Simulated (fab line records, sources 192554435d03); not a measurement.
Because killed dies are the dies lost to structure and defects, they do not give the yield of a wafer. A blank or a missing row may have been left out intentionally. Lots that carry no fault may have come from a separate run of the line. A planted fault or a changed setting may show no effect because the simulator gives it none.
fab line records | flow n5Finfet | part 2 of 2: steps 7 to 7 of 7
record: lots: 9 | wafers: 27 | lastDay: 17
route steps=1938 shown WELL_APT@44 PMOS_HMC_CHANNEL_EPI@74 BEOL_M4@1111 PASSIVATION@1936
lots with no fault: from the same line, run without faults
startH: hours from the record's opening day to when the first of the lot's shown wafers began | waitH: time in hours since the lot's previous step | " unchanged from the row above | L1.1+2: a row that stands for several wafers | - no value present, or no start provided | * or withheld: withheld | < > ~ a bound
route shown NAME@n: NAME is a module with steps in the file, n the number in the route of the first one | usual: mean/standard deviation taken from wafers without a fault | same: alike in all rows | chamber/n: place in a boat | sites: each site's reading | _std_site: the values' standard deviation | _edge_site: outer sites' mean less inner sites' | radiusMm: for every site, how far away it sits from the centre of the wafer | mask NAME#n: copy n | behind: tool/chamber where the wafer was last shaped | hold: cause of the lot's hold/its duration in hours/its outcome | device: transistor that didn't switch, given as n, p or np | end of line: the tests these same wafers got at the end of their route | where a step has no rows: the recipe by itself | killed: dies that structure and defects cost at the first sort, which is not the same as the wafer's yield | map: per-die view of a wafer (x killed, . not killed, _ where there is no die)
set.NAME: the setting as run; set.NAME@STEP: as run at that earlier step | model.NAME: the simulator's own value behind a step, which no gauge read
one table for each step of the route and one row for each wafer, over a sample of lots
services: when a tool's chamber went out of use (startH, in hours from the record's first day, below 0 if earlier), for how many hours, and the reason
== steps ==
step: N5_PASSIVATION_PROBE_49
usual: defectLimitedYield: 91.7/1.5 | killed_at_M0_to_M3: 30/8.6 | killed_at_M4_up: 12/4.5 | killedAtContacts: 13/5.8 | killedAtFrontEnd: 38/11 | killedAtOther: 4/3 | killedDies: 97/17 | killedOpen: 63/12 | killedShort: 32/8.8 | sort_bin_4_leakage: 0/0 | sort_bin_5_function: 4.8/0.91 | sort_bin_6_memory: 3.1/0.68 | sort_bin_8_speed: 0/0 | sortNPass: 1083/17 | sortYieldPct: 91.7/1.5
same: grossDies: 1180 | killedAtBackSide: 0
lot.wafer | tool      | chamber | startH | waitH | defectLimitedYield[%] | killed_at_M0_to_M3 | killed_at_M4_up | killedAtContacts | killedAtFrontEnd | killedAtOther | killedDies | killedOpen | killedShort | sort_bin_4_leakage[%] | sort_bin_5_function[%] | sort_bin_6_memory[%] | sort_bin_8_speed[%] | sortNPass | sortYieldPct[%]
L693.3    | prober-01 | -       | 275.29 | 0.1   | 92.0                  | 26                 | 11              | 13               | 43               | 1             | 94         | 69         | 22          | 0                     | 4.7                    | 3.2                  | 0                   | 1086      | 92.0
L693.4    | prober-01 | -       | 275.34 | 0.2   | 89.1                  | 34                 | 9               | 21               | 57               | 8             | 129        | 94         | 34          | 0                     | 6.2                    | 4.0                  | 0                   | 1051      | 89.1
L693.5    | prober-01 | -       | 275.39 | 0.2   | 89.7                  | 34                 | 9               | 18               | 52               | 8             | 121        | 75         | 45          | 0                     | 6.5                    | 3.2                  | 0                   | 1059      | 89.7
L694.1    | prober-02 | -       | 292.78 | 0.0   | 92.7                  | 33                 | 8               | 21               | 20               | 4             | 86         | 57         | 29          | 0                     | 4.2                    | 2.8                  | 0                   | 1094      | 92.7
L694.3    | prober-02 | -       | 292.88 | 0.1   | 92.7                  | 35                 | 4               | 14               | 25               | 8             | 86         | 64         | 21          | 0                     | 4.5                    | 2.7                  | 0                   | 1094      | 92.7
L694.6    | prober-02 | -       | 293.03 | 0.3   | 91.8                  | 41                 | 12              | 18               | 17               | 9             | 97         | 63         | 32          | 0                     | 4.1                    | 3.7                  | 0                   | 1083      | 91.8
L696.1    | prober-02 | -       | 302.16 | 0.0   | 94.0                  | 16                 | 6               | 4                | 41               | 4             | 71         | 47         | 22          | 0                     | 4.0                    | 1.7                  | 0                   | 1109      | 94.0
L696.3    | prober-02 | -       | 302.26 | 0.1   | 91.2                  | 28                 | 14              | 11               | 48               | 3             | 104        | 68         | 33          | 0                     | 5.8                    | 2.7                  | 0                   | 1076      | 91.2
L696.6    | prober-02 | -       | 302.41 | 0.3   | 88.9                  | 48                 | 19              | 9                | 44               | 11            | 131        | 90         | 39          | 0                     | 6.1                    | 4.4                  | 0                   | 1049      | 88.9
L701.1    | prober-02 | -       | 325.48 | 0.0   | 91.9                  | 27                 | 8               | 15               | 43               | 2             | 95         | 60         | 34          | 0                     | 4.7                    | 3.2                  | 0                   | 1085      | 91.9
L701.5    | prober-02 | -       | 325.68 | 0.2   | 92.8                  | 21                 | 21              | 13               | 30               | 0             | 85         | 54         | 26          | 0                     | 4.5                    | 2.3                  | 0                   | 1095      | 92.8
L701.6    | prober-02 | -       | 325.73 | 0.3   | 92.5                  | 34                 | 5               | 20               | 28               | 1             | 88         | 60         | 25          | 0                     | 5.0                    | 2.3                  | 0                   | 1092      | 92.5
L703.2    | prober-01 | -       | 343.90 | 0.1   | 91.6                  | 45                 | 8               | 18               | 28               | 0             | 99         | 64         | 35          | 0                     | 4.6                    | 3.4                  | 91.44               | 2         | 0.2
L703.4    | prober-01 | -       | 344.00 | 0.2   | 89.5                  | 43                 | 18              | 14               | 47               | 2             | 124        | 77         | 46          | 0                     | 5.3                    | 4.7                  | 65.17               | 287       | 24.3
L703.5    | prober-01 | -       | 344.05 | 0.2   | 90.0                  | 38                 | 8               | 12               | 60               | 0             | 118        | 68         | 48          | 0                     | 5.9                    | 3.9                  | 89.83               | 2         | 0.2
L707.1    | prober-01 | -       | 357.49 | 0.0   | 89.8                  | 45                 | 9               | 15               | 47               | 4             | 120        | 71         | 49          | 0                     | 6.4                    | 3.3                  | 89.83               | 0         | 0
L707.4    | prober-01 | -       | 357.64 | 0.2   | 91.6                  | 21                 | 24              | 11               | 41               | 2             | 99         | 55         | 43          | 0.17                  | 5.4                    | 2.5                  | 91.44               | 0         | 0
L707.6    | prober-01 | -       | 357.74 | 0.3   | 90.4                  | 28                 | 18              | 19               | 39               | 9             | 113        | 78         | 35          | 0.08                  | 5.5                    | 3.8                  | 90.34               | 0         | 0
L711.2    | prober-01 | -       | 385.39 | 0.1   | 90.8                  | 30                 | 12              | 15               | 46               | 6             | 109        | 71         | 36          | 0                     | 4.8                    | 3.8                  | 0                   | 1071      | 90.8
L711.3    | prober-01 | -       | 385.44 | 0.1   | 90.3                  | 40                 | 9               | 18               | 44               | 4             | 115        | 71         | 43          | 0                     | 5.6                    | 3.7                  | 0                   | 1065      | 90.3
L711.5    | prober-01 | -       | 385.54 | 0.2   | 88.5                  | 36                 | 11              | 34               | 47               | 8             | 136        | 95         | 41          | 0                     | 6.6                    | 4.4                  | 0                   | 1044      | 88.5
L713.1    | prober-01 | -       | 399.18 | 0.0   | 93.2                  | 34                 | 10              | 6                | 30               | 0             | 80         | 64         | 15          | 0                     | 4.2                    | 2.5                  | 0                   | 1100      | 93.2
L713.3    | prober-01 | -       | 399.28 | 0.1   | 93.6                  | 27                 | 8               | 9                | 31               | 1             | 76         | 47         | 27          | 0                     | 3.9                    | 2.3                  | 0                   | 1104      | 93.6
L713.4    | prober-01 | -       | 399.33 | 0.2   | 93.6                  | 20                 | 17              | 21               | 16               | 2             | 76         | 49         | 24          | 0                     | 3.7                    | 2.6                  | 0                   | 1104      | 93.6
L714.2    | prober-02 | -       | 417.83 | 0.1   | 93.1                  | 26                 | 10              | 12               | 33               | 1             | 82         | 47         | 34          | 0                     | 4.3                    | 2.3                  | 0                   | 1098      | 93.1
L714.3    | prober-02 | -       | 417.88 | 0.1   | 90.8                  | 31                 | 11              | 20               | 44               | 3             | 109        | 69         | 38          | 0                     | 5.3                    | 3.7                  | 0                   | 1071      | 90.8
L714.4    | prober-02 | -       | 417.93 | 0.2   | 90.3                  | 38                 | 21              | 15               | 34               | 6             | 114        | 65         | 47          | 0                     | 5.8                    | 3.6                  | 0                   | 1066      | 90.3
killed by level:class
L693.3 STI_FIN_REVEAL:geometricParticle:open=21 BEOL_M0_SAQP:geometricParticle:open=8 MOL_CONTACT_COAG:geometricParticle:open=8 BEOL_M3:geometricParticle:open=8 BEOL_M4:geometricParticle:open=7 GATE_CUT:geometricParticle:short=6 BEOL_M0_SAQP:geometricParticle:short=5 MOL_CONTACT_COAG:geometricParticle:short=5
L693.4 STI_FIN_REVEAL:geometricParticle:open=37 MOL_CONTACT_COAG:geometricParticle:open=19 BEOL_M0_SAQP:geometricParticle:short=10 BEOL_M0_SAQP:geometricParticle:open=7 STI_FIN_REVEAL:geometricParticle:short=6 BEOL_M2:geometricParticle:open=5 BEOL_M4:geometricParticle:open=5 FIN_SAQP:geometricParticle:open=3
L693.5 STI_FIN_REVEAL:geometricParticle:open=18 MOL_CONTACT_COAG:geometricParticle:open=14 BEOL_M0_SAQP:geometricParticle:open=12 BEOL_M0_SAQP:geometricParticle:short=7 BEOL_M2:geometricParticle:open=6 GATE_CUT:geometricParticle:short=6 FIN_SAQP:geometricParticle:short=5 PASS1_CAP:geometricParticle:short=5
L694.1 MOL_CONTACT_COAG:geometricParticle:open=16 BEOL_M3:geometricParticle:open=9 FIN_SAQP:geometricParticle:short=7 BEOL_M1:geometricParticle:open=7 MOL_CONTACT_COAG:geometricParticle:short=5 BEOL_M0:geometricParticle:open=5 BEOL_M4:geometricParticle:open=4 STI_FIN_REVEAL:geometricParticle:open=3
L694.3 MOL_CONTACT_COAG:geometricParticle:open=13 FIN_SAQP:geometricParticle:open=9 BEOL_M0_SAQP:geometricParticle:open=9 BEOL_M3:geometricParticle:open=8 DUMMY_GATE:geometricParticle:open=5 BEOL_M0_SAQP:geometricParticle:short=5 BEOL_M0:geometricParticle:open=5 BEOL_M2:geometricParticle:open=5
L694.6 MOL_CONTACT_COAG:geometricParticle:open=15 BEOL_M2:geometricParticle:open=11 BEOL_M0_SAQP:geometricParticle:open=8 BEOL_M0_SAQP:geometricParticle:short=7 BEOL_M4:geometricParticle:open=5 BEOL_M2:geometricParticle:short=4 BEOL_M3:geometricParticle:open=4 PASS1_CAP:geometricParticle:short=4
L696.1 FIN_SAQP:geometricParticle:short=10 FIN_SAQP:geometricParticle:open=7 STI_FIN_REVEAL:geometricParticle:open=5 MOL_CONTACT_COAG:geometricParticle:open=4 BEOL_M0_SAQP:geometricParticle:open=4 BEOL_M3:geometricParticle:open=4 DUMMY_GATE:geometricParticle:open=3 BEOL_M1:geometricParticle:open=3
L696.3 STI_FIN_REVEAL:geometricParticle:open=11 MOL_CONTACT_COAG:geometricParticle:open=9 FIN_SAQP:geometricParticle:short=8 BEOL_M4:geometricParticle:open=8 BEOL_M2:geometricParticle:open=7 FIN_SAQP:geometricParticle:open=6 DUMMY_GATE:geometricParticle:open=6 BEOL_M1:geometricParticle:open=5
L696.6 BEOL_M0_SAQP:geometricParticle:open=12 BEOL_M3:geometricParticle:open=12 STI_FIN_REVEAL:geometricParticle:open=9 MOL_CONTACT_COAG:geometricParticle:open=9 BEOL_M0_SAQP:geometricParticle:short=9 FIN_SAQP:geometricParticle:open=7 BEOL_M4:geometricParticle:open=7 BEOL_M1:geometricParticle:open=6
L701.1 MOL_CONTACT_COAG:geometricParticle:open=13 FIN_SAQP:geometricParticle:short=10 GATE_CUT:geometricParticle:open=8 BEOL_M3:geometricParticle:open=8 GATE_CUT:geometricParticle:short=7 DUMMY_GATE:geometricParticle:open=6 BEOL_M0_SAQP:geometricParticle:short=6 BEOL_M0:geometricParticle:open=4
L701.5 MOL_CONTACT_COAG:geometricParticle:open=11 GATE_CUT:geometricParticle:short=7 BEOL_M0_SAQP:geometricParticle:open=7 BEOL_M3:geometricParticle:open=5 BEOL_M8:geometricParticle:open=5 BEOL_M0_SAQP:geometricParticle:short=4 BEOL_M7:geometricParticle:open=4 FIN_SAQP:geometricParticle:short=3
L701.6 MOL_CONTACT_COAG:geometricParticle:open=16 BEOL_M3:geometricParticle:open=10 DUMMY_GATE:geometricParticle:open=6 BEOL_M0_SAQP:geometricParticle:open=6 BEOL_M0_SAQP:geometricParticle:short=5 STI_FIN_REVEAL:geometricParticle:open=4 MOL_CONTACT_COAG:geometricParticle:short=4 BEOL_M1:geometricParticle:open=4
L703.2 MOL_CONTACT_COAG:geometricParticle:open=15 FIN_SAQP:geometricParticle:short=13 BEOL_M0_SAQP:geometricParticle:open=9 BEOL_M2:geometricParticle:open=8 BEOL_M2:geometricParticle:short=7 BEOL_M1:geometricParticle:open=6 BEOL_M3:geometricParticle:open=6 FIN_SAQP:geometricParticle:open=4
L703.4 FIN_SAQP:geometricParticle:short=20 BEOL_M2:geometricParticle:open=15 FIN_SAQP:geometricParticle:open=12 MOL_CONTACT_COAG:geometricParticle:open=12 BEOL_M2:geometricParticle:short=6 BEOL_M0_SAQP:geometricParticle:open=5 BEOL_M3:geometricParticle:open=5 BEOL_M4:geometricParticle:open=5
L703.5 FIN_SAQP:geometricParticle:short=25 FIN_SAQP:geometricParticle:open=13 MOL_CONTACT_COAG:geometricParticle:open=11 BEOL_M0_SAQP:geometricParticle:short=8 BEOL_M2:geometricParticle:open=8 BEOL_M3:geometricParticle:open=7 BEOL_M0_SAQP:geometricParticle:open=6 STI_FIN_REVEAL:geometricParticle:open=4
L707.1 BEOL_M0_SAQP:geometricParticle:open=16 FIN_SAQP:geometricParticle:short=14 STI_FIN_REVEAL:geometricParticle:open=12 MOL_CONTACT_COAG:geometricParticle:open=8 BEOL_M0_SAQP:geometricParticle:short=7 MOL_CONTACT_COAG:geometricParticle:short=7 FIN_SAQP:geometricParticle:open=6 BEOL_M2:geometricParticle:open=5
L707.4 FIN_SAQP:geometricParticle:short=18 MOL_CONTACT_COAG:geometricParticle:open=10 FIN_SAQP:geometricParticle:open=9 BEOL_M4:geometricParticle:short=8 BEOL_M2:geometricParticle:open=6 BEOL_M4:geometricParticle:open=6 BEOL_M5:geometricParticle:open=5 BEOL_M3:geometricParticle:open=4
L707.6 FIN_SAQP:geometricParticle:open=22 MOL_CONTACT_COAG:geometricParticle:open=15 FIN_SAQP:geometricParticle:short=7 BEOL_M1:geometricParticle:open=7 BEOL_M4:geometricParticle:short=6 BEOL_M0_SAQP:geometricParticle:open=5 MOL_CONTACT_COAG:geometricParticle:short=4 BEOL_M1:geometricParticle:short=4
L711.2 STI_FIN_REVEAL:geometricParticle:open=15 MOL_CONTACT_COAG:geometricParticle:open=12 DUMMY_GATE:geometricParticle:open=8 BEOL_M3:geometricParticle:open=7 BEOL_M0_SAQP:geometricParticle:open=6 FIN_SAQP:geometricParticle:short=4 BEOL_M2:geometricParticle:open=4 BEOL_M3:geometricParticle:short=4
L711.3 MOL_CONTACT_COAG:geometricParticle:open=17 FIN_SAQP:geometricParticle:short=16 BEOL_M0_SAQP:geometricParticle:open=9 BEOL_M2:geometricParticle:open=8 STI_FIN_REVEAL:geometricParticle:open=7 GATE_CUT:geometricParticle:short=6 BEOL_M0_SAQP:geometricParticle:short=6 BEOL_M1:geometricParticle:open=6
L711.5 MOL_CONTACT_COAG:geometricParticle:open=29 STI_FIN_REVEAL:geometricParticle:open=16 BEOL_M3:geometricParticle:open=8 DUMMY_GATE:geometricParticle:open=7 BEOL_M0_SAQP:geometricParticle:short=7 FIN_SAQP:geometricParticle:short=5 MOL_CONTACT_COAG:geometricParticle:short=5 PAD_METAL:geometricParticle:short=5
L713.1 BEOL_M0_SAQP:geometricParticle:open=14 STI_FIN_REVEAL:geometricParticle:open=12 BEOL_M2:geometricParticle:open=10 MOL_CONTACT_COAG:geometricParticle:open=5 DUMMY_GATE:geometricParticle:open=5 BEOL_M4:geometricParticle:open=5 GATE_CUT:geometricParticle:open=3 BEOL_M0_SAQP:geometricParticle:short=3
L713.3 BEOL_M0_SAQP:geometricParticle:short=11 MOL_CONTACT_COAG:geometricParticle:open=8 BEOL_M4:geometricParticle:open=7 BEOL_M0_SAQP:geometricParticle:open=6 FIN_SAQP:geometricParticle:short=4 STI_FIN_REVEAL:geometricParticle:open=4 STI_FIN_REVEAL:geometricParticle:short=4 DUMMY_GATE:geometricParticle:open=4
L713.4 MOL_CONTACT_COAG:geometricParticle:open=15 MOL_CONTACT_COAG:geometricParticle:short=6 BEOL_M0_SAQP:geometricParticle:open=6 BEOL_M2:geometricParticle:open=6 BEOL_M4:geometricParticle:open=6 STI_FIN_REVEAL:geometricParticle:open=4 BEOL_M0_SAQP:geometricParticle:short=4 BEOL_M8:geometricParticle:open=4
L714.2 MOL_CONTACT_COAG:geometricParticle:open=9 BEOL_M0_SAQP:geometricParticle:short=9 STI_FIN_REVEAL:geometricParticle:open=7 FIN_SAQP:geometricParticle:open=6 FIN_SAQP:geometricParticle:short=5 GATE_CUT:geometricParticle:short=5 BEOL_M1:geometricParticle:open=5 BEOL_M2:geometricParticle:open=5
L714.3 MOL_CONTACT_COAG:geometricParticle:open=15 FIN_SAQP:geometricParticle:short=13 BEOL_M2:geometricParticle:open=10 STI_FIN_REVEAL:geometricParticle:open=6 BEOL_M1:geometricParticle:open=6 FIN_SAQP:geometricParticle:open=5 MOL_CONTACT_COAG:geometricParticle:short=5 STI_FIN_REVEAL:geometricParticle:short=4
L714.4 MOL_CONTACT_COAG:geometricParticle:open=10 BEOL_M2:geometricParticle:open=8 BEOL_M4:geometricParticle:open=8 FIN_SAQP:geometricParticle:open=7 GATE_CUT:geometricParticle:short=7 BEOL_M0_SAQP:geometricParticle:short=7 BEOL_M3:geometricParticle:short=7 BEOL_M1:geometricParticle:open=6
== services ==
tool        | chamber | startH | hours | kind
rieSi-06    | 2       | 23.74  | 4.1   | repair
rieSi-02    | -       | 24.96  | 0.2   | repair
rieSi-05    | -       | 26.35  | 0.8   | repair
epiRpcvd-03 | -       | 50.92  | 0.8   | pm
rieSi-06    | -       | 70.49  | 0.7   | repair
rieSi-06    | -       | 72.36  | 14.6  | pm
rieSi-02    | 2       | 80.47  | -     | clean
rieSi-02    | 2       | 80.47  | 19.3  | scheduledDown
rieSi-02    | 2       | 80.47  | 19.3  | ventCycle
epiRpcvd-03 | -       | 120.38 | 2.1   | repair
epiRpcvd-03 | -       | 126.18 | 1.8   | repair
epiRpcvd-04 | -       | 132.15 | 2.8   | pm
== key ==
firstSign: step: N5_PMOS_HMC_CHANNEL_EPI_EPI_20 | reading: chamberPressureTorr | direction: down | sigmas: 99+ | usual: 20.00 | struck: 12.71
effect: step: N5_PMOS_HMC_CHANNEL_EPI_THK_MEAS_22 | reading: HMC_CMP_THK | direction: down | sigmas: 9.6 | usual: 54.1 | struck: 49.1
effect: step: N5_BEOL_M4_RC_MEAS_101 | reading: ION_P | direction: down | sigmas: 7.2 | usual: 460 | struck: 409
effect: step: N5_BEOL_M4_RC_MEAS_101 | reading: VT_P_LONG | direction: down | sigmas: 4.4 | usual: -276.5 | struck: -289.6
effect: step: N5_BEOL_M4_RC_MEAS_101 | reading: SS_P | direction: up | sigmas: 3.9 | usual: 73.1 | struck: 75.6 | wafersMoved: 3
effect: step: N5_BEOL_M4_RC_MEAS_101 | reading: CJ_P | direction: up | sigmas: 3.4 | usual: 5.81 | struck: 6.20
effect: step: N5_BEOL_M4_RC_MEAS_101 | reading: VT_P_LVT | direction: down | sigmas: 3.4 | usual: -99.6 | struck: -107.3
effect: step: N5_BEOL_M4_RC_MEAS_101 | reading: IOFF_P_LONG | direction: down | sigmas: 2.6 | usual: 0.000103 | struck: 8.3e-05
effect: step: N5_BEOL_M4_RC_MEAS_101 | reading: DIBL_P | direction: up | sigmas: 2.4 | usual: 35.9 | struck: 40.0 | wafersMoved: 3
effect: step: N5_BEOL_M4_RC_MEAS_101 | reading: VT_P | direction: down | sigmas: 2.4 | usual: -251.6 | struck: -258.8
effect: step: N5_BEOL_M4_RC_MEAS_101 | reading: IOFF_P_85C | direction: up | sigmas: 2 | usual: 3.5 | struck: 4.3 | wafersMoved: 3
effect: step: N5_BEOL_M4_RC_MEAS_101 | reading: IOFF_P | direction: up | sigmas: 1.9 | usual: 0.201 | struck: 0.257 | wafersMoved: 3
effect: step: N5_PASSIVATION_PROBE_49 | reading: sort_bin_8_speed | direction: up | sigmas: 99+ | usual: 0 | struck: 86.34
metAt N5_PMOS_HMC_CHANNEL_EPI_EPI_20
struckLots L703,L707
notActingAt N5_WELL_APT_OVL_MEAS_26,N5_WELL_APT_RTA_34,N5_PMOS_HMC_CHANNEL_EPI_FIN_RECESS_16
onsetBetween 66.21 78.74
fault: kind: processParameterDrift | tool: epiRpcvd-04 | chamber: - | onsetH: 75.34 | steps: N5_PMOS_HMC_CHANNEL_EPI_EPI_20 | channel: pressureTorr | offset: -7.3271 | shape: step | endH: 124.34 | actsIn: theseRecipesOnly | stated: 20
